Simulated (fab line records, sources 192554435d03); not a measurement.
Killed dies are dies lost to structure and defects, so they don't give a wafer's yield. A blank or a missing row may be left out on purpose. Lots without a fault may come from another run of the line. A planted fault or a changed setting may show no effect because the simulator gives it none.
fab line records | flow n5_finfet
record lots=6 wafers=18 last_day=17
route steps=1938 shown START@1 ZERO_LAYER@2 BEOL_M4@1111
lots that met no fault: from a run of the same line without faults
start_h: hours from the record's first day to the start of the lot's first wafer shown | wait_h: hours since the lot's step before | " the same as in the row above | L1.1+2: a row that stands for several wafers | - no value, or no start given | * or withheld: withheld | < > ~ a bound
route shown NAME@n: a module of which the file shows steps, and the number in the route of the first | usual: mean/standard deviation of fault-free wafers | same: alike in all rows | chamber/n: place in a boat | sites: the reading at each site | _std_site: their standard deviation | _edge_site: outer sites' mean less inner sites' | radius_mm: how far each site lies from the wafer's centre | mask NAME#n: copy n | behind: the tool/chamber that last shaped the wafer | hold: why the lot was held/for how many hours/how that ended | device: the transistor (n, p or np) that didn't switch | end of line: the same wafers' tests at the end of the route | a step without rows: its recipe alone | killed: dies lost to structure and defects at the first sort, not the wafer's yield | map: a wafer's dies, x killed, . not, _ none there
set.NAME: the setting as run; set.NAME@STEP: as run at that earlier step | model.NAME: the simulator's own value behind a step, which no gauge read
lots at some steps of the route; a table a step, a row a wafer
services: from which hour (start_h, from the record's first day; less than 0 if before it) a tool's chamber was out of use, for how many hours, and why
## steps
# step N5_START_INSPECT_01
# recipe inspect_instrument=unpatterned_scan mode=incoming
# usual raw_defect_count=5.8/2.8
# columns lot.wafer tool chamber start_h wait_h raw_defect_count
L534.1 defect_inspect-01 - 12.03 - 3
L534.3 " - " " 5
L534.4 " - " " 2
L536.1 defect_inspect-01 - 24.03 - 5
L536.3 " - " " 6
L536.5 " - " " 5
L539.2 defect_inspect-01 - 42.03 - 8
L539.3 " - " " 7
L539.5 " - " " 6
L542.2 defect_inspect-01 - 60.03 - 6
L542.3 " - " " 1
L542.5 " - " " 8
L551.1 defect_inspect-02 - 114.03 - 10
L551.2 " - " " 8
L551.3 " - " " 10
L556.1 defect_inspect-02 - 144.03 - 2
L556.4 " - " " 2
L556.5 " - " " 8
# step N5_ZERO_LAYER_PRECLEAN_00
# recipe chemistry=SPM time_s=600 temp_c=120 mix=4:1
# step N5_ZERO_LAYER_SRD_01
# recipe time_s=30 temp_c=23 rinse_liquid=diw dry=n2_spin spin_rpm=1500 dry_time_s=30
# step N5_ZERO_LAYER_PECVD_02
# recipe material=SiO2 target_thk_a=100 temp_c=400 precursor=SiH4/N2O pressure_torr=0.75 rf_w=275 time_s=6
# usual heater_power_w=782/110 showerhead_plenum_p_Torr=8.08/0.15
# columns lot.wafer tool chamber start_h wait_h heater_power_w showerhead_plenum_p_Torr
L534.1 pecvd-02 2 12.28 0.0 727 7.96
L534.3 " 0 " " 604 8.00
L534.4 " 1 " " 847 7.94
L536.1 pecvd-02 0 24.28 0.0 686 8.01
L536.3 " 1 " " 750 7.95
L536.5 " 1 " " 745 7.93
L539.2 pecvd-01 0 42.28 0.0 802 8.14
L539.3 " 1 " " 999 8.13
L539.5 " 0 " " 776 8.13
L542.2 pecvd-01 2 60.28 0.0 792 7.94
L542.3 " 2 " " 821 7.92
L542.5 " 0 " " 894 8.11
L551.1 pecvd-02 2 114.30 0.0 718 7.99
L551.2 " 0 " " 644 8.03
L551.3 " 1 " " 819 7.93
L556.1 pecvd-02 2 144.30 0.0 736 7.95
L556.4 " 0 " " 676 8.02
L556.5 " 1 " " 820 7.94
# step N5_ZERO_LAYER_HMDS_04
# recipe time_s=60 temp_c=120
# step N5_ZERO_LAYER_COAT_05
# recipe spin_rpm=1500 resist_thk_nm=1000
# step N5_ZERO_LAYER_EBR_07
# recipe solvent=PGMEA ebr_width_mm=1.5
# step N5_ZERO_LAYER_SOFTBAKE_06
# recipe temp_c=100 time_s=90
# step N5_ZERO_LAYER_EXPOSE_08
# recipe mask_id=ZERO na=0.55 source_shape=conventional sigma_outer=0.8 polarization=unpolarized defocus_nm=0 target_cd_nm=2000 dose_mj=16.2
# columns lot.wafer tool chamber start_h wait_h mask
L534.1+3+4 krf_scanner-02 0 12.59 - ZERO#0
L536.1+3+5 krf_scanner-01 0 24.59 - ZERO#0
L539.2+3+5 krf_scanner-02 0 42.49 - ZERO#0
L542.2+3+5 krf_scanner-02 0 60.62 - ZERO#0
L551.1+2+3 krf_scanner-02 0 114.48 - ZERO#0
L556.1+4+5 krf_scanner-01 0 144.61 - ZERO#0
# step N5_ZERO_LAYER_PEB_09
# recipe peb_temp_c=withheld peb_time_s=*
# step N5_ZERO_LAYER_DEVELOP_10
# recipe develop_time_s=60 rinse_liquid=diw dry=air_spin dev_temp_c=21
# step N5_ZERO_LAYER_HARDBAKE_23
# recipe temp_c=130 time_s=120
# step N5_ZERO_LAYER_CD_MEAS_11
# recipe target_cd_nm=2000 landing_energy_ev=500 detector=se_inlens
# usual cd_nm=2000.3/1.5
# columns lot.wafer tool chamber start_h wait_h cd_nm
L534.1 cd_sem-01 0 12.77 - 2002.4
L534.3 " 0 " " 2000.4
L534.4 " 0 " " 2001.1
L536.1 cd_sem-03 0 24.77 - 2001.7
L536.3 " 0 " " 1998.8
L536.5 " 0 " " 1999.7
L539.2 cd_sem-01 0 42.66 - 1998.1
L539.3 " 0 " " 2021.8
L539.5 " 0 " " 1998.6
L542.2 cd_sem-01 0 60.79 - 1997.6
L542.3 " 0 " " 2019.6
L542.5 " 0 " " 2001.1
L551.1 cd_sem-02 0 114.66 - 2001.0
L551.2 " 0 " " 1999.2
L551.3 " 0 " " 2000.8
L556.1 cd_sem-03 0 144.78 - 2000.6
L556.4 " 0 " " 1999.1
L556.5 " 0 " " 1999.8
# step N5_ZERO_LAYER_DESCUM_16
# recipe chemistry=O2 time_s=7.9 source_power_w=50 bias_power_w=20 pressure_mtorr=20 rf_frequency_hz=2.712e+07 temp_c=40 o2_flow_sccm=225
# usual drypump_motor_current_A=5.6/0.57 oes_product_au=0.76/0.067 rf_vpp_V=243.1/1.5 showerhead_plenum_p_Torr=2.10/0.091 throttle_valve_pct=20.38/0.18
# columns lot.wafer tool chamber start_h wait_h drypump_motor_current_A oes_product_au rf_hours_counter_h rf_vpp_V showerhead_plenum_p_Torr throttle_valve_pct model.ZERO_LAYER.cd_nm
L534.1 rie_diel-05 0 12.80 0.0 4.7 0.68 245 243.1 2.05 20.49 2002
L534.3 " 3 " " 6.8 0.81 92 241.5 2.02 20.32 2000
L534.4 " 2 " " 6.2 0.75 125 242.3 2.03 20.56 -
L536.1 rie_diel-03 3 24.80 0.0 5.2 0.83 70 240.5 1.95 20.11 2001
L536.3 " 0 " " 5.4 0.75 176 244.7 2.18 20.35 1999
L536.5 " 1 " " 5.5 0.77 - 243.1 2.19 20.26 1999
L539.2 rie_diel-03 1 42.70 0.0 5.5 0.77 141 245.1 2.19 20.25 1998
L539.3 " 0 " " 5.4 0.74 184 243.9 2.18 20.36 2022
L539.5 " 3 " " 5.2 0.81 - 240.9 1.94 20.12 1999
L542.2 rie_diel-01 0 60.83 0.0 6.0 0.70 210 244.6 2.17 20.58 1998
L542.3 " 3 " " 4.9 0.69 211 245.2 2.15 20.28 2020
L542.5 " 3 " " 4.9 0.69 - 245.2 2.15 20.29 2001
L551.1 rie_diel-03 3 114.70 0.0 5.2 0.79 103 240.7 1.94 20.16 2001
L551.2 " 0 " " 5.4 0.72 209 243.8 2.17 20.39 1999
L551.3 " 2 " " 5.1 0.77 131 244.5 2.19 20.32 2001
L556.1 rie_diel-03 3 144.82 0.0 5.2 0.78 113 241.4 1.93 20.19 2001
L556.4 " 1 " " 5.4 0.75 165 244.9 2.18 20.28 1999
L556.5 " 1 " " 5.5 0.75 - 245.3 2.18 20.29 2000
# step N5_ZERO_LAYER_ETCH_17
# recipe chemistry=CF4 target=SiO2 target_depth_a=120 time_s=13.3 ion_energy_ev=350 pressure_mtorr=40 source_w=450 bias_w=215 Ar_flow_sccm=100 cf4_flow_sccm=100
# usual drypump_motor_current_A=5.6/0.57 oes_product_au=0.76/0.069 rf_vpp_V=949/5.5 showerhead_plenum_p_Torr=2.15/0.084 throttle_valve_pct=15.62/0.17
# columns lot.wafer tool chamber start_h wait_h drypump_motor_current_A oes_product_au rf_hours_counter_h rf_vpp_V showerhead_plenum_p_Torr throttle_valve_pct
L534.1 rie_diel-05 0 12.84 0.0 4.7 0.68 245 946 2.11 15.83
L534.3 " 3 " " 6.8 0.83 92 944 2.08 15.60
L534.4 " 2 " " 6.2 0.75 125 944 2.06 15.70
L536.1 rie_diel-03 3 24.84 0.0 5.2 0.83 70 941 2.01 15.40
L536.3 " 0 " " 5.4 0.74 176 953 2.22 15.54
L536.5 " 1 " " 5.4 0.77 - 954 2.23 15.44
L539.2 rie_diel-03 1 42.73 0.0 5.4 0.77 142 956 2.22 15.47
L539.3 " 0 " " 5.3 0.73 184 955 2.22 15.56
L539.5 " 3 " " 5.2 0.83 - 939 2.01 15.41
L542.2 rie_diel-01 0 60.86 0.0 6.0 0.72 210 953 2.20 15.82
L542.3 " 3 " " 4.9 0.70 211 953 2.21 15.66
L542.5 " 3 " " 4.9 0.71 - 953 2.21 15.65
L551.1 rie_diel-03 3 114.73 0.0 5.2 0.79 103 939 2.00 15.46
L551.2 " 0 " " 5.4 0.72 209 953 2.21 15.61
L551.3 " 2 " " 5.1 0.77 131 955 2.23 15.52
L556.1 rie_diel-03 3 144.86 0.0 5.2 0.78 113 939 1.99 15.49
L556.4 " 1 " " 5.5 0.75 165 954 2.22 15.52
L556.5 " 1 " " 5.4 0.75 - 953 2.22 15.52
# step N5_ZERO_LAYER_ETCH_18
# recipe chemistry=HBr/Cl2 target=Si target_depth_a=1200 time_s=40 pressure_mtorr=10 icp_w=800 bias_w=75 HBr_flow_sccm=150 Cl2_flow_sccm=80
# usual drypump_motor_current_A=5.8/0.47 oes_product_au=1.000/0.02 throttle_valve_pct=36.12/0.19
# columns lot.wafer tool chamber start_h wait_h drypump_motor_current_A oes_product_au rf_hours_counter_h throttle_valve_pct model.ZERO_LAYER.cd_nm
L534.1 rie_si-02 1 12.92 0.1 5.7 1.018 131 36.08 2002
L534.3 " 2 " " 6.0 1.004 75 35.94 2000
L534.4 " 0 " " 5.9 1.012 - 36.19 2001
L536.1 rie_si-02 0 24.91 0.0 5.9 1.020 74 36.21 2001
L536.3 " 3 " " 6.2 1.020 138 36.40 1999
L536.5 " 1 " " 5.7 1.025 - 36.07 1999
L539.2 rie_si-02 1 42.81 0.0 5.7 1.032 132 36.08 1998
L539.3 " 0 " " 5.9 1.018 74 36.20 2022
L539.5 " 0 " " 5.9 1.016 - 36.18 1999
L542.2 rie_si-02 2 60.94 0.0 6.0 1.005 75 35.94 1998
L542.3 " 3 " " 6.2 1.013 138 36.43 2020
L542.5 " 3 " " 6.2 1.010 - 36.40 2001
L551.1 rie_si-02 0 114.81 0.0 5.9 1.017 76 36.19 2001
L551.2 " 1 " " 5.7 1.030 133 36.10 1999
L551.3 " 2 " " 6.0 1.008 77 35.94 2001
L556.1 rie_si-02 3 144.93 0.0 6.2 1.015 140 36.40 2000
L556.4 " 1 " " 5.7 1.028 133 36.09 1999
L556.5 " 3 " " 6.2 1.004 - 36.39 2000
# step N5_ZERO_LAYER_STRIP_24
# recipe chemistry=O2 power_w=1000 temp_c=250 overash_fraction=0.3 pressure_mtorr=1000 o2_flow_sccm=6750
# usual drypump_motor_current_A=5.8/0.68 heater_power_w=333/13 oes_product_au=0.646/0.0044 strip_time_to_endpoint_s=43.86/0.08
# columns lot.wafer tool chamber start_h wait_h drypump_motor_current_A heater_power_w oes_product_au rf_hours_counter_h strip_time_to_endpoint_s
L534.1 plasma_asher-01 0 13.03 0.1 6.6 331 0.645 27 43.86
L534.3 " 1 " " 5.3 330 0.646 - 43.91
L534.4 " 0 " " 6.6 338 0.640 - 43.89
L536.1 plasma_asher-02 0 25.02 0.1 4.9 335 0.642 75 43.86
L536.3 " 0 " " 4.9 335 0.647 - 43.76
L536.5 " 1 " " 5.2 300 0.642 - 43.75
L539.2 plasma_asher-01 1 42.91 0.1 5.3 335 0.647 33 43.81
L539.3 " 0 " " 6.6 328 0.651 - 43.75
L539.5 " 1 " " 5.3 344 0.651 - 43.82
L542.2 plasma_asher-01 1 61.04 0.1 5.3 335 0.649 37 43.87
L542.3 " 0 " " 6.6 339 0.650 - 43.92
L542.5 " 1 " " 5.3 343 0.645 - 43.87
L551.1 plasma_asher-01 0 114.91 0.1 6.6 343 0.652 49 43.99
L551.2 " 1 " " 5.3 331 0.648 49 43.88
L551.3 " 0 " " 6.6 342 0.648 - 43.87
L556.1 plasma_asher-01 1 145.03 0.1 5.3 334 0.644 54 43.89
L556.4 " 1 " " 5.3 324 0.640 - 43.93
L556.5 " 0 " " 6.6 343 0.639 - 43.98
# step N5_BEOL_M4_RC_MEAS_101
# usual DIBL_N=36.3/1 DIBL_P=36.2/1.4 IOFF_N=0.157/0.021 IOFF_P=0.206/0.025 ION_N=673/9 ION_P=461/6.4 SS_N=71.5/0.5 SS_P=73.2/0.47 VT_N=249.9/2.4 VT_P=-250.6/2.9
# columns lot.wafer tool chamber start_h wait_h DIBL_N[mV/V] DIBL_P[mV/V] IOFF_N[nA/um] IOFF_P[nA/um] ION_N[uA/um] ION_P[uA/um] SS_N[mV/dec] SS_P[mV/dec] VT_N[mV] VT_P[mV]
L534.1 prober-01 0 168.10 0.0 35.9 36.1 0.139 0.178 662 456 71.5 73.0 249.5 -254.4
L534.3 " 0 " " 36.2 36.0 0.142 0.190 675 461 71.3 72.7 249.2 -254.6
L534.4 " 0 " " 35.8 35.3 0.131 0.169 663 453 71.9 72.6 251.9 -255.3
L536.1 prober-02 0 178.01 0.0 35.8 36.6 0.150 0.210 671 465 71.7 73.4 249.6 -250.8
L536.3 " 0 " " 36.3 37.5 0.164 0.215 680 468 71.0 74.2 252.6 -251.1
L536.5 " 0 " " 36.8 38.1 0.172 0.221 687 469 71.5 73.7 249.8 -249.4
L539.2 prober-02 0 199.80 0.2 36.6 37.1 0.158 0.208 670 457 71.3 73.6 251.4 -251.3
L539.3 " 0 " " 34.5 34.7 0.138 0.184 673 465 71.1 73.2 250.4 -249.8
L539.5 " 0 " " 36.5 37.6 0.159 0.216 663 454 71.3 73.7 252.1 -251.2
L542.2 prober-02 0 206.60 0.2 35.1 34.1 0.125 0.161 655 444 71.0 72.9 256.7 -255.4
L542.3 " 0 " " 37.0 36.5 0.158 0.193 686 465 71.8 73.1 249.2 -253.4
L542.5 " 0 " " 37.7 36.6 0.166 0.201 666 456 71.8 73.0 249.7 -252.3
L551.1 prober-02 0 268.33 0.0 35.8 37.4 0.156 0.204 668 457 71.8 73.7 249.6 -252.1
L551.2 " 0 " " 36.3 37.3 0.171 0.208 682 462 71.4 72.8 248.6 -249.7
L551.3 " 0 " " 36.2 36.7 0.161 0.196 676 461 71.2 72.6 249.1 -251.0
L556.1 prober-02 0 301.67 0.0 37.1 37.4 0.172 0.208 676 463 71.5 73.3 251.2 -251.8
L556.4 " 0 " " 36.7 36.5 0.165 0.203 674 458 71.5 73.2 250.1 -251.7
L556.5 " 0 " " 35.8 36.0 0.148 0.184 675 456 71.2 74.2 251.8 -252.5
## services
# columns tool chamber start_h hours kind
pecvd-02 - 2.80 6.0 pm
rie_diel-03 2 3.00 64.7 repair
krf_scanner-02 - 5.76 0.9 repair
rie_si-02 3 12.42 8.7 repair
krf_scanner-01 - 17.49 4.4 pm
krf_scanner-02 - 29.71 0.8 pm
plasma_asher-02 - 55.61 2.2 repair
pecvd-01 1 57.43 6.6 repair
krf_scanner-01 - 58.90 0.8 pm
rie_diel-05 - 61.15 0.7 repair
krf_scanner-02 - 69.21 11.6 pm
rie_si-02 1 74.50 3.2 repair
rie_diel-05 - 76.88 0.9 repair
krf_scanner-01 - 81.51 4.0 pm
rie_diel-03 1 95.95 26.3 repair
krf_scanner-02 - 99.70 1.3 pm
krf_scanner-01 - 101.00 1.0 pm
rie_diel-05 2 110.34 6.6 repair
krf_scanner-01 - 113.91 1.3 pm
krf_scanner-02 - 116.50 1.5 repair
krf_scanner-02 - 119.62 1.0 pm
rie_diel-05 - 125.78 2.8 pm
rie_diel-01 3 132.83 3.4 repair
rie_diel-03 - 137.82 2.8 pm
## key
first_sign step=N5_ZERO_LAYER_CD_MEAS_11 reading=cd_nm direction=up sigmas=14 usual=2000.3 struck=2020.7
effect none on later readings
model_effect step=N5_ZERO_LAYER_DESCUM_16 value=ZERO_LAYER.cd_nm without=1999 struck=2021
model_effect step=N5_ZERO_LAYER_ETCH_18 value=ZERO_LAYER.cd_nm without=1999 struck=2021
met_at N5_ZERO_LAYER_EXPOSE_08
struck_wafers L539.3,L542.3
onset_between 12.59 42.49
fault kind=process_parameter_drift tool=krf_scanner-02 chamber=- onset_h=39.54 steps=N5_ZERO_LAYER_EXPOSE_08 channel=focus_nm offset=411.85 shape=step end_h=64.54 scope=struck_wafers_only
